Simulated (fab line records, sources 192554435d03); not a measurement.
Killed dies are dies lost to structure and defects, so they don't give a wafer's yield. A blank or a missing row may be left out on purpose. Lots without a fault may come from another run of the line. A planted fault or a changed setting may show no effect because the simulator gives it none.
Which tool did it? | flow n5_finfet | 10 lots, 30 wafers sampled, at 6 steps of a route of 1938

WHAT THE GAUGES READ, wafer by wafer
N5_STI_FIN_REVEAL_THK_MEAS_05. Usual: thk_nm 132.3 nm, standard deviation 1.1.
lot  | measured    | on            | thk_nm (nm)       | flag
L418 | day 2 14:25 | film_metro-02 | 130.4 130.3 129.7 |
L419 | day 2 18:08 | film_metro-01 | 132.7 131.9 132.4 |
L421 | day 3 04:49 | film_metro-02 | 132.5 131.5 131.8 |
L423 | day 3 15:06 | film_metro-01 | 133.4 131.4 132.9 |
L426 | day 4 10:02 | film_metro-01 | 133.0 131.0 132.8 |
L432 | day 6 03:50 | film_metro-02 | 132.8 132.8 133.8 |
L433 | day 6 04:23 | film_metro-02 | 132.6 132.5 132.8 |
L434 | day 6 11:50 | film_metro-02 | 133.7 132.4 132.1 |
L435 | day 6 17:14 | film_metro-01 | 131.6 134.5 130.3 |
L440 | day 8 01:39 | film_metro-02 | 131.6 132.1 130.8 |

N5_STI_FIN_REVEAL_INSPECT_13: inspects for defects (darkfield). Usual: raw_defect_count 13, standard deviation 5.2.
lot  | measured    | on                | raw_defect_count | flag
L418 | day 2 18:38 | defect_inspect-02 | 15 3 6           |
L419 | day 2 21:46 | defect_inspect-01 | 22 14 24         |
L421 | day 3 08:20 | defect_inspect-01 | 12 15 10         |
L423 | day 3 18:29 | defect_inspect-01 | 18 26 11         |
L426 | day 4 13:20 | defect_inspect-01 | 18 14 8          |
L432 | day 6 07:17 | defect_inspect-01 | 10 8 18          |
L433 | day 6 07:41 | defect_inspect-02 | 20 13 19         |
L434 | day 6 15:17 | defect_inspect-01 | 14 12 7          |
L435 | day 6 20:38 | defect_inspect-01 | 14 11 8          |
L440 | day 8 04:56 | defect_inspect-02 | 20 7 19          |

N5_BEOL_M4_RC_MEAS_101. Usual: DIBL_N 36.3 mV/V, standard deviation 2; DIBL_P 36.3 mV/V, standard deviation 2.4; IOFF_N 0.16 nA/um, standard deviation 0.034; IOFF_P 0.21 nA/um, standard deviation 0.035; ION_N 672 uA/um, standard deviation 12; ION_P 459 uA/um, standard deviation 6.5; SS_N 71.6 mV/dec, standard deviation 0.67; SS_P 73.3 mV/dec, standard deviation 0.71; VT_N 250 mV, standard deviation 3.5; VT_P -251 mV, standard deviation 3.
lot  | measured     | on        | DIBL_N (mV/V)  | DIBL_P (mV/V)  | IOFF_N (nA/um) | IOFF_P (nA/um) | ION_N (uA/um) | ION_P (uA/um) | SS_N (mV/dec)  | SS_P (mV/dec)  | VT_N (mV)   | VT_P (mV)      | flag
L418 | day 8 00:26  | prober-02 | 35.2 37.8 35.8 | 33.4 36.8 34.4 | 0.12 0.17 0.14 | 0.18 0.23 0.19 | 658 676 672   | 453 464 459   | 71.4 71.9 71.5 | 72.0 73.4 72.6 | 252 248 252 | -254 -248 -250 |
L419 | day 8 03:04  | prober-01 | 35.5 35.7 34.9 | 35.7 35.9 34.7 | 0.15 0.15 0.13 | 0.20 0.21 0.19 | 662 661 655   | 458 459 450   | 71.6 71.4 71.9 | 73.3 72.8 72.6 | 250 254 251 | -251 -251 -251 |
L421 | day 8 16:58  | prober-02 | 35.0 33.2 33.3 | 34.4 31.5 32.3 | 0.14 0.10 0.11 | 0.18 0.13 0.15 | 666 647 650   | 453 440 452   | 71.1 70.8 70.9 | 73.2 72.8 72.7 | 249 256 256 | -254 -256 -253 |
L423 | day 9 05:11  | prober-02 | 35.9 39.3 35.9 | 34.6 38.7 34.3 | 0.14 0.22 0.15 | 0.17 0.23 0.16 | 657 689 672   | 444 463 452   | 71.6 73.1 72.0 | 73.7 74.5 73.3 | 255 247 251 | -256 -251 -256 |
L426 | day 11 13:41 | prober-02 | 36.3 34.7 33.9 | 35.8 33.7 32.3 | 0.16 0.13 0.11 | 0.24 0.20 0.17 | 670 658 627   | 465 463 450   | 72.2 71.6 72.0 | 72.4 72.2 72.4 | 252 251 259 | -246 -250 -250 |
L433 | day 12 22:51 | prober-01 | 33.0 36.1 35.6 | 33.7 36.9 36.2 | 0.12 0.17 0.15 | 0.18 0.23 0.22 | 658 656 669   | 457 454 455   | 71.0 71.5 71.2 | 72.3 73.2 73.1 | 253 250 250 | -250 -248 -251 |
L440 | day 14 01:46 | prober-02 | 36.8 33.8 34.3 | 36.2 32.4 33.0 | 0.16 0.12 0.13 | 0.20 0.15 0.16 | 676 666 672   | 458 460 459   | 71.6 70.9 70.7 | 74.0 72.0 72.4 | 251 255 253 | -249 -256 -252 |

WHICH TOOL RAN EACH LOT (tool, then ch and the chambers of the sampled wafers, then the start)
lot  | N5_STI_FIN_REVEAL_OXIDATION_33      | N5_DUMMY_GATE_CVD_03                       | N5_DUMMY_GATE_CMP_04
L418 | plasma_asher-02 ch 0,1, day 2 18:22 | lpcvd-01 ch 1/104,1/114,1/90, day 2 18:50  | cmp-01 ch 0,1,3, day 2 22:46
L419 | plasma_asher-01 ch 0,1, day 2 21:31 | lpcvd-01 ch 1/100,1/104,1/109, day 2 22:29 | cmp-04 ch 0,1,3, day 3 02:17
L421 | plasma_asher-01 ch 0,1, day 3 08:04 | lpcvd-02 ch 1/25,1/29,1/39, day 3 08:32    | cmp-04 ch 0,2, day 3 12:17
L423 | plasma_asher-01 ch 0,1, day 3 18:12 | lpcvd-02 ch 0/40,0/45,0/54, day 3 19:10    | cmp-04 ch 1,2,3, day 3 22:55
L426 | plasma_asher-01 ch 0,1, day 4 13:02 | lpcvd-01 ch 1/40,1/45,1/64, day 4 19:08    | cmp-04 ch 0,2,3, day 4 22:56
L432 | plasma_asher-02 ch 0,1, day 6 06:59 | lpcvd-01 ch 1/45,1/59,1/64, day 6 07:28    | cmp-04 ch 0,1, day 6 11:15
L433 | plasma_asher-01 ch 0,1, day 6 07:26 | lpcvd-02 ch 1/54,1/59,1/64, day 6 07:53    | cmp-01 ch 0,1, day 6 11:43
L434 | plasma_asher-02 ch 0,1, day 6 15:00 | lpcvd-01 ch 0/40,0/50,0/59, day 6 15:53    | cmp-04 ch 0,2,3, day 6 19:37
L435 | plasma_asher-01 ch 0,1, day 6 20:22 | lpcvd-01 ch 1/100,1/90,1/95, day 6 20:50   | cmp-01 ch 0,2,3, day 7 00:35
L440 | plasma_asher-01 ch 1, day 8 04:40   | lpcvd-02 ch 0/45,0/54,0/64, day 8 05:08    | cmp-04 ch 0,3, day 8 08:53
- N5_STI_FIN_REVEAL_OXIDATION_33: chemistry O2 PLASMA REMOTE, time 20 s.
- N5_DUMMY_GATE_CVD_03: deposits a-Si from SiH4, target thk 150 nm, time 8042 s.
- N5_DUMMY_GATE_CMP_04: polishes a-Si.

WHAT THE TOOLS THEMSELVES READ (means of the sampled wafers that have a number; where no wafer has one, the mark that the record gives instead)
N5_STI_FIN_REVEAL_OXIDATION_33. Usual: drypump_motor_current_A 5.95 A, standard deviation 0.12; heater_power_w 132 W, standard deviation 15.
lot  | tool            | drypump_motor_current_A (A) | heater_power_w (W) | flag
L418 | plasma_asher-02 | 5.86                        | 117                |
L419 | plasma_asher-01 | 5.96                        | 144                |
L421 | plasma_asher-01 | 6.02                        | 144                |
L423 | plasma_asher-01 | 6.01                        | 146                |
L426 | plasma_asher-01 | 5.95                        | 142                |
L432 | plasma_asher-02 | 5.85                        | 117                |
L433 | plasma_asher-01 | 6.01                        | 146                |
L434 | plasma_asher-02 | 5.95                        | 111                |
L435 | plasma_asher-01 | 6.02                        | 147                |
L440 | plasma_asher-01 | 5.91                        | 141                |

N5_DUMMY_GATE_CMP_04. Usual: motor_current_A 9.7 A, standard deviation 1.4; pad_life_wafers 947, standard deviation 660; time_to_endpoint_s 15.0 s, standard deviation 2.2.
lot  | tool   | motor_current_A (A) | pad_life_wafers | time_to_endpoint_s (s) | flag
L418 | cmp-01 | 10.6                | 1298            | 12.7                   |
L419 | cmp-04 | 9.5                 | 2186            | 14.8                   |
L421 | cmp-04 | 8.2                 | 25              | 14.2                   |
L423 | cmp-04 | 9.6                 | 98              | 13.8                   |
L426 | cmp-04 | 8.5                 | 284             | 17.5                   |
L432 | cmp-04 | 9.5                 | 553             | 7.1                    | OFF
L433 | cmp-01 | 11.8                | 2034            | 11.6                   |
L434 | cmp-04 | 8.8                 | 626             | 8.0                    | OFF
L435 | cmp-01 | 10.8                | 2143            | 5.6                    | OFF
L440 | cmp-04 | 8.3                 | 980             | 16.9                   |

THE ANSWER, worked out from the rows above alone
Rule: a lot is off if the mean of its wafers that have a number lies more than 3 standard deviations from the usual mean. A lot without any number at a reading at which 4 lots or more have one is off too. The other lots that the step has rows for count as sound. The gauges are gone through in route order, then the tools' own readings, and for those a lot's mean is taken as printed above. The first step at which some lot is off is used, and at that step the reading that is off furthest; a lot without a number counts as furthest.
Off: L432, L434, L435, at N5_DUMMY_GATE_CMP_04 (time_to_endpoint_s).
A tool fits if, at that step or a process step before it, it ran every lot that is off, and no sound lot after the first of them. One fits: lpcvd-01 at N5_DUMMY_GATE_CVD_03. Its last sound lot is L426 (day 4 19:08), its first lot that is off L432 (day 6 07:28): a fault that began between those two fits.

WHAT THE SIMULATOR HAD PUT IN
Process parameter drift: lpcvd-01, from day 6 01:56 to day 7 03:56, at N5_DUMMY_GATE_CVD_03. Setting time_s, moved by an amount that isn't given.
Lots struck among those shown: L432, L434, L435. The rule above found the same.
